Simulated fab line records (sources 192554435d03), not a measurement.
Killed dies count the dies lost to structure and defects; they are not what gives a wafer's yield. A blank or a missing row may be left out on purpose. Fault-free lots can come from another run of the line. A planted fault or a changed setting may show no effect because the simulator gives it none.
fab line records -- flow n5_finfet
[record] lots = 4, wafers = 12, last_day = 16
route steps=1938 shown BEOL_M10@1486
lots that met no fault: from a run of the same line without faults
start_h: the number of hours between the record's first day and the start of the first shown wafer of the lot -- wait_h: hours elapsed since this lot's preceding step -- " as in the row above -- L1.1+2: a single row standing in for several wafers -- - no value, or no start was given -- * or withheld: withheld -- < > ~ a bound
route shown NAME@n: a module of which the file shows steps, and the number in the route of the first -- usual: average and standard deviation across the fault-free wafers -- same: alike in all rows -- chamber/n: place in a boat -- sites: readings site by site -- _std_site: their standard deviation -- _edge_site: outer sites' mean less inner sites' -- radius_mm: for every site, how far away it sits from the centre of the wafer -- mask NAME#n: copy n -- behind: tool/chamber where the wafer was last shaped -- hold: reason for holding the lot/hours on hold/outcome of the hold -- device: which transistor (n, p or np) failed to switch -- end of line: at the end of the route, the tests of the same wafers -- where a step has no rows: the recipe by itself -- killed: at the first sort, the dies lost to defects and structure; wafer yield is something else -- map: shows each die of a wafer: x if killed, . if not, _ if none is there
set.NAME: setting as actually run; set.NAME@STEP: the setting as run at that earlier step -- model.NAME: the simulator's own value behind a step, which no gauge read
lots at selected steps of the route; one table per step, one row per wafer
services: the hour from which a tool's chamber was out of use, counted from the record's first day as start_h (under 0 if before that day), plus the number of hours and why
[[steps]]
[step N5_BEOL_M10_DESCUM_16]
[recipe] chemistry = O2, time_s = 7.9, source_power_w = 50, bias_power_w = 20, pressure_mtorr = 20, rf_frequency_hz = 2.712e+07, temp_c = 40, resist = CAR-ArF, o2_flow_sccm = 225
[step N5_BEOL_M10_ETCH_61]
[recipe] chemistry = CF4, target = SiARC, target_depth_a = 390, mask_material = CAR-ArF, time_s = 65, ion_energy_ev = 80, pressure_mtorr = 40, source_w = 545, bias_w = 36, Ar_flow_sccm = 100, cf4_flow_sccm = 100, ends = cleared
[step N5_BEOL_M10_ETCH_62]
[recipe] chemistry = N2/H2, target = SOC, target_depth_a = 1100, overetch_a = 220, mask_material = SiARC, temp_c = 40, time_s = 165, ion_energy_ev = 200, pressure_mtorr = 30, source_w = 840, bias_w = 150, n2_flow_sccm = 200, h2_flow_sccm = 200
[step N5_BEOL_M10_STRIP_68]
[recipe] chemistry = N2/H2, temp_c = 40, n2_flow_sccm = 200, h2_flow_sccm = 200, rf_frequency_hz = 6e+07
[step N5_BEOL_M10_STRIP_67]
[recipe] chemistry = CF4, resist = SiARC, power_w = 300, bias_power_w = 75, pressure_mtorr = 50, cf4_flow_sccm = 150, rf_frequency_hz = 6e+07
[step N5_BEOL_M10_HM_OPEN_17]
[recipe] chemistry = Cl2/BCl3, target_depth_a = 200, overetch_a = 60, target = TiN, mask_material = SOC, ion_energy_ev = 150, pressure_mtorr = 10, icp_w = 1000, bias_w = 126, Cl2_flow_sccm = 53.25, bcl3_flow_sccm = 21.75, Ar_flow_sccm = 25
[step N5_BEOL_M10_STRIP_19]
[recipe] chemistry = O2, power_w = 400, temp_c = 40, pressure_mtorr = 30, rf_frequency_hz = 6e+07, bias_power_w = 0, overash_fraction = 0.2, o2_flow_sccm = 225
[step N5_BEOL_M10_COAT_63]
[recipe] resist = SOC, temp_c = 250, time_s = 60, spin_rpm = 1500, resist_thk_nm = 100
[step N5_BEOL_M10_COAT_64]
[recipe] resist = SiARC, temp_c = 220, time_s = 60, spin_rpm = 1500, resist_thk_nm = 30
[step N5_BEOL_M10_COAT_22]
[recipe] resist = CAR-ArF, spin_rpm = 1500, resist_thk_nm = 90
[usual] spin_speed_rpm = 1499.9/0.94
lot.wafer,tool,chamber,start_h,wait_h,spin_speed_rpm,model.CAR-ArF_of_BEOL_M10_COAT_22.thk_nm
L251.1,litho_track-05,0,234.76,-,1501.1,90.4
L251.2,litho_track-05,0,234.76,-,1501.3,89.8
L251.4,litho_track-05,0,234.76,-,1499.3,89.8
L263.2,litho_track-05,0,300.58,-,1465.8,91.6
L263.3,litho_track-05,0,300.58,-,1466.1,91.6
L263.4,litho_track-05,0,300.58,-,1464.3,91.4
L267.1,litho_track-05,0,324.04,-,1465.5,91
L267.4,litho_track-05,0,324.04,-,1464.5,91.4
L267.5,litho_track-05,0,324.04,-,1467.5,91.4
L269.3,litho_track-04,0,328.78,-,1500.8,90
L269.4,litho_track-04,0,328.78,-,1500.8,90
L269.6,litho_track-04,0,328.78,-,1500.8,89.8
[step N5_BEOL_M10_EBR_24]
[recipe] solvent = PGMEA, ebr_width_mm = 1.5
[step N5_BEOL_M10_SOFTBAKE_23]
[recipe] temp_c = 110, time_s = 60, resist = CAR-ArF
[step N5_BEOL_M10_EXPOSE_25]
[recipe] mask_id = V9, na = 1.35, source_shape = annular, sigma_inner = 0.5, sigma_outer = 0.8, polarization = unpolarized, dose_mj = 85.5
[step N5_BEOL_M10_PEB_26]
[recipe] peb_temp_c = withheld, peb_time_s = 60, resist = CAR-ArF
[step N5_BEOL_M10_DEVELOP_27]
[recipe] develop_time_s = 30, developer = TMAH, resist = CAR-ArF, rinse_liquid = diw, dry = air_spin, dev_temp_c = 23
[step N5_BEOL_M10_DESCUM_33]
[recipe] chemistry = O2, time_s = 7.9, source_power_w = 50, bias_power_w = 20, pressure_mtorr = 20, rf_frequency_hz = 2.712e+07, temp_c = 40, resist = CAR-ArF, o2_flow_sccm = 225
[step N5_BEOL_M10_ETCH_65]
[recipe] chemistry = CF4, target = SiARC, target_depth_a = 390, mask_material = CAR-ArF, time_s = 65, ion_energy_ev = 80, pressure_mtorr = 40, source_w = 545, bias_w = 36, Ar_flow_sccm = 100, cf4_flow_sccm = 100, ends = cleared
[usual] bias_w = 36.00/0.11, drypump_motor_current_A = 5.7/0.31, etch_rf_on_time_s = 64.9/1.9, oes_product_au = 0.67/0.076, rf_fwd_power_W = 538.9/2.3, rf_vpp_V = 183.8/1.1, showerhead_plenum_p_Torr = 2.13/0.058, throttle_valve_pct = 15.56/0.19
lot.wafer,tool,chamber,start_h,wait_h,bias_w,drypump_motor_current_A,etch_rf_on_time_s,oes_product_au,rf_fwd_power_W,rf_hours_counter_h,rf_vpp_V,showerhead_plenum_p_Torr,throttle_valve_pct,model.CAR-ArF_of_BEOL_M10_COAT_22.thk_nm
L251.1,rie_diel-03,1,235.25,0.0,35.86,5.7,64.9,0.70,537.2,82,185.4,2.15,15.40,56
L251.2,rie_diel-03,2,235.25,0.0,36.09,5.0,65.8,0.61,536.7,199,183.9,2.13,15.56,55.4
L251.4,rie_diel-03,0,235.25,0.0,36.02,5.9,67.1,0.61,535.5,201,184.7,2.22,15.58,55.4
L263.2,rie_diel-03,1,301.49,0.0,36.04,5.7,65.8,0.67,538.1,105,183.9,2.14,15.46,57
L263.3,rie_diel-03,2,301.49,0.0,35.78,5.0,66.5,0.60,537.9,223,185.0,2.12,15.57,57.2
L263.4,rie_diel-03,0,301.49,0.0,36.04,5.9,66.9,0.60,537.7,223,184.1,2.22,15.62,57
L267.1,rie_diel-01,3,324.54,0.0,36.14,5.6,60.2,0.82,536.5,11,182.8,2.12,15.59,56.6
L267.4,rie_diel-01,0,324.54,0.0,35.95,5.9,64.5,0.71,538.7,-,182.0,2.08,15.52,56.8
L267.5,rie_diel-01,2,324.54,0.0,36.06,5.7,62.0,0.74,539.5,-,183.0,2.08,15.68,56.8
L269.3,rie_diel-05,3,329.43,0.0,36.05,6.5,63.4,0.77,540.9,47,184.7,2.27,15.48,55.4
L269.4,rie_diel-05,3,329.43,0.0,36.02,6.5,62.7,0.77,540.3,-,185.0,2.27,15.48,55.4
L269.6,rie_diel-05,2,329.43,0.0,35.96,5.2,67.3,0.81,542.5,-,184.6,2.20,15.62,55.4
[step N5_BEOL_M10_ETCH_66]
[recipe] chemistry = N2/H2, target = SOC, target_depth_a = 1200, overetch_a = 240, mask_material = SiARC, temp_c = 40, time_s = 180, ion_energy_ev = 200, pressure_mtorr = 30, source_w = 840, bias_w = 150, n2_flow_sccm = 200, h2_flow_sccm = 200
[[services]]
tool,chamber,start_h,hours,kind
rie_diel-01,0,243.88,4.7,repair
rie_diel-01,-,251.62,1.0,repair
rie_diel-01,3,271.09,-,clean
rie_diel-01,3,271.09,-,consumable_replace:focus_ring
rie_diel-01,3,271.09,30.4,scheduled_down
rie_diel-01,3,271.09,30.4,vent_cycle
rie_diel-05,2,283.91,-,clean
rie_diel-05,2,283.91,-,consumable_replace:focus_ring
rie_diel-05,2,283.91,21.9,scheduled_down
rie_diel-05,2,283.91,21.9,vent_cycle
rie_diel-03,-,296.94,2.7,repair
rie_diel-03,-,300.72,0.3,repair
rie_diel-01,1,309.69,18.4,repair
rie_diel-05,1,326.19,19.6,repair
[[key]]
[first_sign] step = N5_BEOL_M10_COAT_22, reading = spin_speed_rpm, direction = down, sigmas = 36, usual = *, struck = *
effect none on later readings
[model_effect] step = N5_BEOL_M10_COAT_22, value = CAR-ArF_of_BEOL_M10_COAT_22.thk_nm, without = 90.33, struck = 91.4
[model_effect] step = N5_BEOL_M10_ETCH_65, value = CAR-ArF_of_BEOL_M10_COAT_22.thk_nm, without = 55.87, struck = 56.9
met_at N5_BEOL_M10_COAT_22
struck_wafers L263.2,L263.3,L263.4,L267.1,L267.4,L267.5
onset_between 234.76 300.58
[fault] kind = process_parameter_drift, tool = litho_track-05, chamber = -, onset_h = 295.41, steps = N5_BEOL_M10_COAT_22, channel = spin_rpm, offset = *, shape = step, end_h = 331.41, acts_in = *, stated = *
